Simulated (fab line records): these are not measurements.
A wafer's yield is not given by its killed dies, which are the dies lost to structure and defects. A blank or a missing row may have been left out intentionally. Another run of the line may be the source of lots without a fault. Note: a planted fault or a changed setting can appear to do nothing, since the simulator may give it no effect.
Split-lot experiment	flow n5 finfet	on a route of 1938 steps: 7 lots, 21 wafers read

## THE SPLIT
At N5_MIM_BOT_SPUTTER_00 (material TiN, target thk 35 nm, time 89.7 s), the setting power w was moved away from the recipe's 3000 W on 6 of the 21 wafers read, by -12.8% to +10.5%. This setting was run at the recipe's value on the other wafers.

The split's own step is where the reading is taken.

## THE READING
TiN_of_MIM_BOT_SPUTTER_00.thk nm (the simulator's own value, which no gauge read), in nm, at N5_MIM_BOT_SPUTTER_00 (material TiN, target thk 35 nm, time 89.7 s). The file gives no usual value for it. Here, 15 wafers ran the recipe; their average is 35.1 nm with a standard deviation of 0.49 nm.

wafer	tool, chamber at the split	power w as run, W	against the recipe	TiN_of_MIM_BOT_SPUTTER_00.thk nm, nm	against lot-mates on the recipe
L074.2	pvd sputter-03, -	3000	recipe	34.8	-
L074.4	pvd sputter-03, -	3314	+10.5%	39	+4.0
L074.5	pvd sputter-03, -	3000	recipe	35.2	-
L075.3	pvd sputter-02, -	3241	+8.0%	37.6	+3.1
L075.4	pvd sputter-02, -	3000	recipe	34	-
L075.5	pvd sputter-02, -	3000	recipe	35	-
L080.2	pvd sputter-01, -	2616	-12.8%	31.2	-3.9
L080.3	pvd sputter-01, -	3000	recipe	34.8	-
L080.4	pvd sputter-01, -	3000	recipe	35.4	-
L084.1	pvd sputter-01, -	3000	recipe	35.2	-
L084.3	pvd sputter-01, -	3000	recipe	35.4	-
L084.5	pvd sputter-01, -	3000	recipe	34.8	-
L086.2	pvd sputter-02, -	3000	recipe	34.4	-
L086.4	pvd sputter-02, -	3000	recipe	35.4	-
L086.6	pvd sputter-02, -	3000	recipe	35	-
L091.1	pvd sputter-02, -	3272	+9.1%	39	+3.4
L091.4	pvd sputter-02, -	3000	recipe	35.6	-
L091.6	pvd sputter-02, -	3000	recipe	35.6	-
L097.3	pvd sputter-02, -	3000	recipe	36	-
L097.4	pvd sputter-02, -	3271	+9.0%	37.8	+1.8
L097.6	pvd sputter-02, -	3271	+9.0%	38.4	+2.4

FIT RESULTS
A straight line over all 21 wafers: TiN_of_MIM_BOT_SPUTTER_00.thk nm changes by +0.34 nm for each +1% of power w; r = +0.96; the points scatter about the line by 0.5 nm.
The same after taking each lot's own level away (the mean of its wafers on the recipe; 21 wafers): +0.317 nm for each +1%; r = +0.97; scatter 0.45 nm.
According to that fit, moving power w by its largest amount changes the reading by 4.1 nm.
Across the lots, their own levels run from 34.50 to 36.00 nm, a range of 3.1 times the standard deviation given above.
So the lot-to-lot level changes the slope little: the two slopes agree.
Check: with one of the wafers moved furthest among these (-12.8%) left out of the fit, the line predicts -4.14 nm for it against its lot-mates. It came out at -3.9 nm against them.

## OTHER SPLITS ON THESE WAFERS
Before the reading, these wafers also passed through other splits. Each is held against what the fit with the lots' levels taken away leaves over:
other split on the same wafers	wafers away from the commonest value	r with TiN_of_MIM_BOT_SPUTTER_00.thk nm (lot level and that fit taken away)
N5_BEOL_M13_ILD_DEP_00 time s	8	+0.46
N5_BEOL_M13_SPUTTER_43 time s	9	-0.27
N5_BEOL_M13_SPUTTER_44 power w	6	-0.05
N5_BEOL_M14_DEP_53 time s	12	-0.05
N5_BEOL_M15_COAT_04 spin rpm	10	+0.02
N5_PASSIVATION_PECVD_00 time s	10	+0.13

## THE FILE'S OWN FIT
TiN_of_MIM_BOT_SPUTTER_00.thk nm changes by +0.332 nm for each +1% of power w, r = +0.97.
